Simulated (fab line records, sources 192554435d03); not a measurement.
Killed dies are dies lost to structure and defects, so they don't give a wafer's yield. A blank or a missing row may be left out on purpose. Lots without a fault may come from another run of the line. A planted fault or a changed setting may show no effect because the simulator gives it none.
Chamber matching | flow n5_finfet | N5_BEOL_M4_DESCUM_16 on rie_diel-06: 4 sister chambers
The step chemistry O2, time 7 s. 7 wafers are shown with their chamber, then 7 later ones without.

WAFERS WITH THEIR CHAMBER
wafer  | chamber | showerhead_plenum_p_Torr (Torr) | throttle_valve_pct (%)
L074.5 | 1       | 1.96                            | 20.91
L079.6 | 2       | 2.01                            | 20.83
L082.1 | 3       | 2.21                            | 20.24
L082.5 | 2       | 2.00                            | 20.86
L082.6 | 3       | 2.21                            | 20.23
L083.4 | 0       | 2.07                            | 20.88
L083.5 | 0       | 2.07                            | 20.89

WAFERS WITHOUT THEIR CHAMBER
wafer  | showerhead_plenum_p_Torr (Torr) | throttle_valve_pct (%)
L083.6 | 2.22                            | 20.57
L086.1 | 2.00                            | 20.87
L086.2 | 2.21                            | 20.25
L086.3 | 2.22                            | 20.58
L090.3 | 2.21                            | 20.59
L090.4 | 2.20                            | 20.27
L090.5 | 2.00                            | 20.89

WHICH CHAMBER EACH WENT THROUGH
wafer  | from the rows above | in truth
L083.6 | 3                   | 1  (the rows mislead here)
L086.1 | 2                   | 2
L086.2 | 3                   | 3
L086.3 | 3                   | 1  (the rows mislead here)
L090.3 | 3                   | 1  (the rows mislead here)
L090.4 | 3                   | 3
L090.5 | 2                   | 2
Placed correctly: 4 of 7. Can't be placed from these rows: 0. Placed wrongly: 3.
How it was worked out, from the rows above alone: a wafer's distance from a chamber is the root of the sum, over the readings, of the square of ((its reading less the chamber's mean) divided by the reading's scatter). The wafer belongs to the nearest chamber; if the next one is less than 2 further off, it can't be placed. A chamber's mean is the mean of its shown wafers. The scatter: the root of (the sum of the squares of (reading less its chamber's mean) over the shown wafers, divided by (wafers less chambers)).
